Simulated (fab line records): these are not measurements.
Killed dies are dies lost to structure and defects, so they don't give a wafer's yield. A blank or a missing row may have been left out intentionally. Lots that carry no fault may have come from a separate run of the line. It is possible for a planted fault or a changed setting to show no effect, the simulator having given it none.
fab line records / flow n5Finfet / part 2 of 2: steps 10 to 10 of 10
record lots=6 wafers=18 lastDay=17
route steps=1938 shown BEOL_M4@1111 BEOL_M9@1424 BEOL_M15@1830 PASSIVATION@1936
lots untouched by any fault: they come from a run of this same line in which no faults occurred
startH: hours from the record's opening day to when the first of the lot's shown wafers began / waitH: hours elapsed since this lot's preceding step / " as in the row above / L1.1+2: a single row standing in for several wafers / - value missing, or start not given / * or withheld: withheld / < > ~ a bound
route shown NAME@n: a module of which the file shows steps, and the number in the route of the first / usual: mean and standard deviation over wafers with no fault / same: alike in all rows / chamber/n: place in a boat / sites: each site's reading / _std_site: standard deviation of those values / _edge_site: mean of outer sites minus mean of inner sites / radiusMm: how far each site lies from the wafer's centre / mask NAME#n: copy n / behind: tool/chamber where the wafer was last shaped / hold: cause of the lot's hold/its duration in hours/its outcome / device: the n, p or np transistor that did not switch / end of line: tests run on the same wafers once the route is complete / a step with no rows: only its recipe / killed: at the first sort, the dies lost to defects and structure; wafer yield is something else / map: a wafer's dies, x killed, . not, _ none there
set.NAME: the setting as run; set.NAME@STEP: as run at that earlier step / model.NAME: the simulator's own value behind a step, which no gauge read
steps of the route over a sample of lots; a table a step, a row a wafer
services: from which hour (startH, from the record's first day; less than 0 if before it) a tool's chamber was out of use, for how many hours, and why
## steps
# step N5_PASSIVATION_PROBE_49
# usual defectLimitedYield=91.2/1.4 killed_at_M0_to_M3=32/10 killed_at_M4_up=14/6.2 killedAtContacts=12/6.3 killedAtFrontEnd=42/13 killedAtOther=4/3.4 killedDies=104/17 killedOpen=67/12 killedShort=34/8.1 sort_bin_5_function=5.2/0.93 sort_bin_6_memory=3.2/0.65 sort_bin_8_speed=0.00/0.017 sortNPass=1075/16
# same grossDies=1180 killedAtBackSide=0 sort_bin_4_leakage[%]=0
lot.wafer=L923.1 tool=prober-02 chamber=- startH=292.77 waitH=0.0 defectLimitedYield[%]=89.0 killed_at_M0_to_M3=35 killed_at_M4_up=15 killedAtContacts=37 killedAtFrontEnd=41 killedAtOther=2 killedDies=130 killedOpen=84 killedShort=42 sort_bin_5_function[%]=6.2 sort_bin_6_memory[%]=4.2 sort_bin_8_speed[%]=0 sortNPass=1050
lot.wafer=L923.3 tool=prober-02 chamber=- startH=292.87 waitH=0.1 defectLimitedYield[%]=89.8 killed_at_M0_to_M3=59 killed_at_M4_up=17 killedAtContacts=18 killedAtFrontEnd=22 killedAtOther=4 killedDies=120 killedOpen=74 killedShort=45 sort_bin_5_function[%]=6.2 sort_bin_6_memory[%]=3.6 sort_bin_8_speed[%]=0 sortNPass=1060
lot.wafer=L923.5 tool=prober-02 chamber=- startH=292.97 waitH=0.2 defectLimitedYield[%]=90.6 killed_at_M0_to_M3=47 killed_at_M4_up=15 killedAtContacts=19 killedAtFrontEnd=29 killedAtOther=1 killedDies=111 killedOpen=71 killedShort=38 sort_bin_5_function[%]=4.5 sort_bin_6_memory[%]=4.7 sort_bin_8_speed[%]=0 sortNPass=1069
lot.wafer=L929.3 tool=prober-01 chamber=- startH=337.82 waitH=0.1 defectLimitedYield[%]=86.4 killed_at_M0_to_M3=29 killed_at_M4_up=77 killedAtContacts=25 killedAtFrontEnd=25 killedAtOther=4 killedDies=160 killedOpen=80 killedShort=21 sort_bin_5_function[%]=5.9 sort_bin_6_memory[%]=2.9 sort_bin_8_speed[%]=4.66 sortNPass=1020
lot.wafer=L929.4 tool=prober-01 chamber=- startH=337.87 waitH=0.2 defectLimitedYield[%]=90.8 killed_at_M0_to_M3=23 killed_at_M4_up=17 killedAtContacts=16 killedAtFrontEnd=51 killedAtOther=1 killedDies=108 killedOpen=74 killedShort=31 sort_bin_5_function[%]=5.3 sort_bin_6_memory[%]=3.6 sort_bin_8_speed[%]=0 sortNPass=1072
lot.wafer=L929.5 tool=prober-01 chamber=- startH=337.92 waitH=0.2 defectLimitedYield[%]=86.9 killed_at_M0_to_M3=27 killed_at_M4_up=75 killedAtContacts=14 killedAtFrontEnd=33 killedAtOther=5 killedDies=154 killedOpen=71 killedShort=28 sort_bin_5_function[%]=4.9 sort_bin_6_memory[%]=3.5 sort_bin_8_speed[%]=4.41 sortNPass=1026
lot.wafer=L936.1 tool=prober-01 chamber=- startH=367.54 waitH=0.0 defectLimitedYield[%]=92.5 killed_at_M0_to_M3=22 killed_at_M4_up=27 killedAtContacts=12 killedAtFrontEnd=24 killedAtOther=4 killedDies=89 killedOpen=61 killedShort=28 sort_bin_5_function[%]=4.7 sort_bin_6_memory[%]=2.6 sort_bin_8_speed[%]=0 sortNPass=1091
lot.wafer=L936.2 tool=prober-01 chamber=- startH=367.59 waitH=0.1 defectLimitedYield[%]=93.6 killed_at_M0_to_M3=16 killed_at_M4_up=11 killedAtContacts=8 killedAtFrontEnd=40 killedAtOther=1 killedDies=76 killedOpen=45 killedShort=30 sort_bin_5_function[%]=3.6 sort_bin_6_memory[%]=2.5 sort_bin_8_speed[%]=0 sortNPass=1104
lot.wafer=L936.5 tool=prober-01 chamber=- startH=367.74 waitH=0.2 defectLimitedYield[%]=91.3 killed_at_M0_to_M3=32 killed_at_M4_up=11 killedAtContacts=8 killedAtFrontEnd=48 killedAtOther=4 killedDies=103 killedOpen=69 killedShort=34 sort_bin_5_function[%]=4.8 sort_bin_6_memory[%]=3.4 sort_bin_8_speed[%]=0 sortNPass=1077
lot.wafer=L939.2 tool=prober-01 chamber=- startH=400.40 waitH=0.1 defectLimitedYield[%]=92.4 killed_at_M0_to_M3=26 killed_at_M4_up=8 killedAtContacts=12 killedAtFrontEnd=38 killedAtOther=6 killedDies=90 killedOpen=55 killedShort=32 sort_bin_5_function[%]=4.0 sort_bin_6_memory[%]=3.4 sort_bin_8_speed[%]=0 sortNPass=1090
lot.wafer=L939.4 tool=prober-01 chamber=- startH=400.50 waitH=0.2 defectLimitedYield[%]=92.2 killed_at_M0_to_M3=21 killed_at_M4_up=9 killedAtContacts=8 killedAtFrontEnd=53 killedAtOther=1 killedDies=92 killedOpen=44 killedShort=36 sort_bin_5_function[%]=4.2 sort_bin_6_memory[%]=2.9 sort_bin_8_speed[%]=0 sortNPass=1088
lot.wafer=L939.5 tool=prober-01 chamber=- startH=400.55 waitH=0.2 defectLimitedYield[%]=92.6 killed_at_M0_to_M3=20 killed_at_M4_up=8 killedAtContacts=6 killedAtFrontEnd=52 killedAtOther=1 killedDies=87 killedOpen=45 killedShort=37 sort_bin_5_function[%]=4.6 sort_bin_6_memory[%]=1.8 sort_bin_8_speed[%]=0 sortNPass=1093
lot.wafer=L942.1 tool=prober-02 chamber=- startH=402.33 waitH=0.0 defectLimitedYield[%]=92.7 killed_at_M0_to_M3=26 killed_at_M4_up=9 killedAtContacts=6 killedAtFrontEnd=33 killedAtOther=12 killedDies=86 killedOpen=60 killedShort=26 sort_bin_5_function[%]=4.5 sort_bin_6_memory[%]=2.5 sort_bin_8_speed[%]=0 sortNPass=1094
lot.wafer=L942.3 tool=prober-02 chamber=- startH=402.43 waitH=0.1 defectLimitedYield[%]=93.2 killed_at_M0_to_M3=23 killed_at_M4_up=10 killedAtContacts=6 killedAtFrontEnd=32 killedAtOther=9 killedDies=80 killedOpen=61 killedShort=19 sort_bin_5_function[%]=4.2 sort_bin_6_memory[%]=2.5 sort_bin_8_speed[%]=0 sortNPass=1100
lot.wafer=L942.6 tool=prober-02 chamber=- startH=402.58 waitH=0.3 defectLimitedYield[%]=91.4 killed_at_M0_to_M3=28 killed_at_M4_up=5 killedAtContacts=1 killedAtFrontEnd=51 killedAtOther=17 killedDies=102 killedOpen=56 killedShort=43 sort_bin_5_function[%]=4.7 sort_bin_6_memory[%]=3.4 sort_bin_8_speed[%]=0 sortNPass=1078
lot.wafer=L941.2 tool=prober-01 chamber=- startH=404.27 waitH=0.1 defectLimitedYield[%]=93.7 killed_at_M0_to_M3=20 killed_at_M4_up=6 killedAtContacts=6 killedAtFrontEnd=33 killedAtOther=9 killedDies=74 killedOpen=47 killedShort=24 sort_bin_5_function[%]=3.8 sort_bin_6_memory[%]=2.3 sort_bin_8_speed[%]=0 sortNPass=1106
lot.wafer=L941.3 tool=prober-01 chamber=- startH=404.32 waitH=0.1 defectLimitedYield[%]=89.7 killed_at_M0_to_M3=32 killed_at_M4_up=23 killedAtContacts=11 killedAtFrontEnd=49 killedAtOther=6 killedDies=121 killedOpen=80 killedShort=36 sort_bin_5_function[%]=6.4 sort_bin_6_memory[%]=3.5 sort_bin_8_speed[%]=0 sortNPass=1059
lot.wafer=L941.4 tool=prober-01 chamber=- startH=404.37 waitH=0.2 defectLimitedYield[%]=91.6 killed_at_M0_to_M3=39 killed_at_M4_up=13 killedAtContacts=7 killedAtFrontEnd=38 killedAtOther=2 killedDies=99 killedOpen=64 killedShort=33 sort_bin_5_function[%]=5.3 sort_bin_6_memory[%]=2.8 sort_bin_8_speed[%]=0 sortNPass=1081
# killed by level:class
L923.1 MOL_CONTACT_COAG:geometricParticle:open=30 BEOL_M0_SAQP:geometricParticle:short=12 FIN_SAQP:geometricParticle:short=10 FIN_SAQP:geometricParticle:open=7 MOL_CONTACT_COAG:geometricParticle:short=7 BEOL_M0_SAQP:geometricParticle:open=6 BEOL_M3:geometricParticle:open=6 STI_FIN_REVEAL:geometricParticle:open=5
L923.3 BEOL_M0_SAQP:geometricParticle:short=20 BEOL_M0_SAQP:geometricParticle:open=16 MOL_CONTACT_COAG:geometricParticle:open=15 FIN_SAQP:geometricParticle:short=10 BEOL_M1:geometricParticle:open=7 BEOL_M3:geometricParticle:open=7 BEOL_M2:geometricParticle:open=5 BEOL_M4:geometricParticle:short=5
L923.5 BEOL_M0_SAQP:geometricParticle:open=18 MOL_CONTACT_COAG:geometricParticle:open=13 FIN_SAQP:geometricParticle:short=12 BEOL_M0_SAQP:geometricParticle:short=9 BEOL_M3:geometricParticle:open=8 BEOL_M4:geometricParticle:open=7 MOL_CONTACT_COAG:geometricParticle:short=6 BEOL_M2:geometricParticle:open=5
L929.3 BEOL_M9:areaEcd=55 MOL_CONTACT_COAG:geometricParticle:open=23 BEOL_M4:geometricParticle:open=9 DUMMY_GATE:geometricParticle:open=7 BEOL_M1:geometricParticle:open=7 BEOL_M0_SAQP:geometricParticle:short=5 BEOL_M3:geometricParticle:open=5 SDB:geometricParticle:open=4
L929.4 MOL_CONTACT_COAG:geometricParticle:open=15 STI_FIN_REVEAL:geometricParticle:open=13 GATE_CUT:geometricParticle:short=9 BEOL_M1:geometricParticle:open=6 BEOL_M0_SAQP:geometricParticle:open=6 FIN_SAQP:geometricParticle:short=5 FIN_SAQP:geometricParticle:open=4 BEOL_M5:geometricParticle:open=4
L929.5 BEOL_M9:areaEcd=52 MOL_CONTACT_COAG:geometricParticle:open=10 BEOL_M4:geometricParticle:open=9 GATE_CUT:geometricParticle:short=7 BEOL_M3:geometricParticle:open=7 DUMMY_GATE:geometricParticle:open=6 STI_FIN_REVEAL:geometricParticle:open=5 BEOL_M0_SAQP:geometricParticle:open=5
L936.1 MOL_CONTACT_COAG:geometricParticle:open=7 BEOL_M4:geometricParticle:open=7 BEOL_M6:geometricParticle:open=6 MOL_CONTACT_COAG:geometricParticle:short=5 BEOL_M0_SAQP:geometricParticle:open=5 BEOL_M0_SAQP:geometricParticle:short=5 BEOL_M2:geometricParticle:open=5 BEOL_M5:geometricParticle:open=5
L936.2 FIN_SAQP:geometricParticle:open=11 FIN_SAQP:geometricParticle:short=7 MOL_CONTACT_COAG:geometricParticle:open=7 BEOL_M0_SAQP:geometricParticle:short=4 BEOL_M0_SAQP:geometricParticle:open=4 BEOL_M4:geometricParticle:open=4 STARTING-WAFER:geometricParticle:short=4 GATE_CUT:geometricParticle:open=3
L936.5 FIN_SAQP:geometricParticle:open=13 STI_FIN_REVEAL:geometricParticle:open=9 BEOL_M3:geometricParticle:open=8 MOL_CONTACT_COAG:geometricParticle:open=7 BEOL_M0_SAQP:geometricParticle:short=5 BEOL_M0_SAQP:geometricParticle:open=5 FIN_SAQP:geometricParticle:short=4 GATE_CUT:geometricParticle:short=4
L939.2 BEOL_M3:geometricParticle:open=11 FIN_SAQP:geometricParticle:short=9 FIN_SAQP:geometricParticle:open=8 MOL_CONTACT_COAG:geometricParticle:open=7 DUMMY_GATE:geometricParticle:open=5 BEOL_M1:geometricParticle:open=5 BEOL_M4:geometricParticle:open=5 GATE_CUT:geometricParticle:short=4
L939.4 FIN_SAQP:geometricParticle:open=10 FIN_SAQP:geometricParticle:short=8 GATE_CUT:geometricParticle:short=7 ILD0:geometricParticle:short=6 BEOL_M3:geometricParticle:open=6 HKMG_FIN:areaEtch=6 STI_FIN_REVEAL:geometricParticle:open=5 MOL_CONTACT_COAG:geometricParticle:open=5
L939.5 FIN_SAQP:geometricParticle:short=13 FIN_SAQP:geometricParticle:open=10 DUMMY_GATE:geometricParticle:open=7 MOL_CONTACT_COAG:geometricParticle:open=5 FIN_CUT:geometricParticle:short=4 BEOL_M3:geometricParticle:open=4 BEOL_M0_SAQP:geometricParticle:short=4 BEOL_M2:geometricParticle:open=4
L942.1 STI_FIN_REVEAL:geometricParticle:open=11 BEOL_M4:geometricParticle:open=7 FIN_SAQP:geometricParticle:short=6 BEOL_M2:geometricParticle:open=6 BEOL_M0_SAQP:geometricParticle:open=5 BEOL_M1:geometricParticle:open=5 BEOL_M0:geometricParticle:open=4 FIN_SAQP:geometricParticle:open=3
L942.3 BEOL_M0_SAQP:geometricParticle:open=7 BEOL_M1:geometricParticle:open=7 STI_FIN_REVEAL:geometricParticle:open=6 MOL_CONTACT_COAG:geometricParticle:open=6 FIN_SAQP:geometricParticle:open=5 GATE_CUT:geometricParticle:short=5 DUMMY_GATE:geometricParticle:open=4 GATE_CUT:geometricParticle:open=4
L942.6 FIN_SAQP:geometricParticle:open=11 BEOL_M0_SAQP:geometricParticle:short=11 BEOL_M0_SAQP:geometricParticle:open=11 PAD_METAL:geometricParticle:short=10 FIN_SAQP:geometricParticle:short=9 DUMMY_GATE:geometricParticle:open=6 STI_FIN_REVEAL:geometricParticle:open=5 STARTING-WAFER:geometricParticle:open=5
L941.2 STI_FIN_REVEAL:geometricParticle:open=8 MOL_CONTACT_COAG:geometricParticle:open=6 PAD_METAL:geometricParticle:short=5 STARTING-WAFER:geometricParticle:open=5 BEOL_M3:geometricParticle:open=4 FIN_SAQP:geometricParticle:open=3 DUMMY_GATE:geometricParticle:open=3 GATE_CUT:geometricParticle:short=3
L941.3 STI_FIN_REVEAL:geometricParticle:open=12 FIN_SAQP:geometricParticle:open=9 MOL_CONTACT_COAG:geometricParticle:open=9 BEOL_M1:geometricParticle:open=8 BEOL_M2:geometricParticle:short=6 BEOL_M2:geometricParticle:open=5 BEOL_M5:geometricParticle:open=5 FIN_SAQP:geometricParticle:short=4
L941.4 FIN_SAQP:geometricParticle:open=10 BEOL_M1:geometricParticle:open=9 BEOL_M0_SAQP:geometricParticle:short=8 BEOL_M1:geometricParticle:short=7 STI_FIN_REVEAL:geometricParticle:open=6 MOL_CONTACT_COAG:geometricParticle:open=6 BEOL_M2:geometricParticle:open=6 BEOL_M4:geometricParticle:open=4
## services
tool=rieDiel-05 chamber=2 startH=233.75 hours=3.4 kind=repair
tool=rieDiel-02 chamber=1 startH=255.03 hours=- kind=clean
tool=rieDiel-02 chamber=1 startH=255.03 hours=- kind=consumableReplace:focusRing
tool=rieDiel-02 chamber=1 startH=255.03 hours=- kind=consumableReplace:showerhead
tool=rieDiel-02 chamber=1 startH=255.03 hours=15.8 kind=scheduledDown
tool=rieDiel-02 chamber=1 startH=255.03 hours=15.8 kind=ventCycle
tool=rieDiel-02 chamber=- startH=256.05 hours=0.7 kind=repair
tool=rieDiel-02 chamber=0 startH=260.26 hours=18.6 kind=repair
tool=rieDiel-02 chamber=0 startH=278.93 hours=- kind=clean
tool=rieDiel-02 chamber=0 startH=278.93 hours=- kind=consumableReplace:focusRing
tool=rieDiel-02 chamber=0 startH=278.93 hours=18.1 kind=scheduledDown
tool=rieDiel-02 chamber=0 startH=278.93 hours=18.1 kind=ventCycle
tool=rieDiel-02 chamber=3 startH=297.04 hours=- kind=clean
tool=rieDiel-02 chamber=3 startH=297.04 hours=- kind=consumableReplace:focusRing
tool=rieDiel-02 chamber=3 startH=297.04 hours=21.5 kind=scheduledDown
tool=rieDiel-02 chamber=3 startH=297.04 hours=21.5 kind=ventCycle
## key
firstSign step=N5_BEOL_M9_TRENCH_ETCH_37 reading=runLengthS direction=down sigmas=43 usual=* struck=*
effect step=N5_BEOL_M9_OCD_MEAS_38 reading=trenchDepthNm direction=down sigmas=26 usual=151.1 struck=89.1
effect step=N5_BEOL_M9_THK_MEAS_53 reading=M9_THK direction=down sigmas=20 usual=136 struck=75
effect step=N5_BEOL_M9_RS_MEAS_57 reading=M9_RS direction=up sigmas=44 usual=0.151 struck=0.296
effect step=N5_BEOL_M15_RC_MEAS_101 reading=SERP_M9 direction=up sigmas=34 usual=3.08 struck=6.01
effect step=N5_PASSIVATION_PROBE_49 reading=sort_bin_8_speed direction=up sigmas=53 usual=0.00 struck=4.53
moreKillsBornAt N5_BEOL_M9_ECD_50@ecdCu-01=107
metAt N5_BEOL_M9_TRENCH_ETCH_37
struckLots L929
struckWafers L929.3,L929.5
notActingAt N5_BEOL_M9_CD_MEAS_18,N5_BEOL_M9_ETCH_41,N5_BEOL_M9_DEGAS_44
fault kind=processParameterDrift tool=rieDiel-02 chamber=1 onsetH=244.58 steps=N5_BEOL_M9_TRENCH_ETCH_37 channel=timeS offset=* shape=step endH=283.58 actsIn=* stated=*
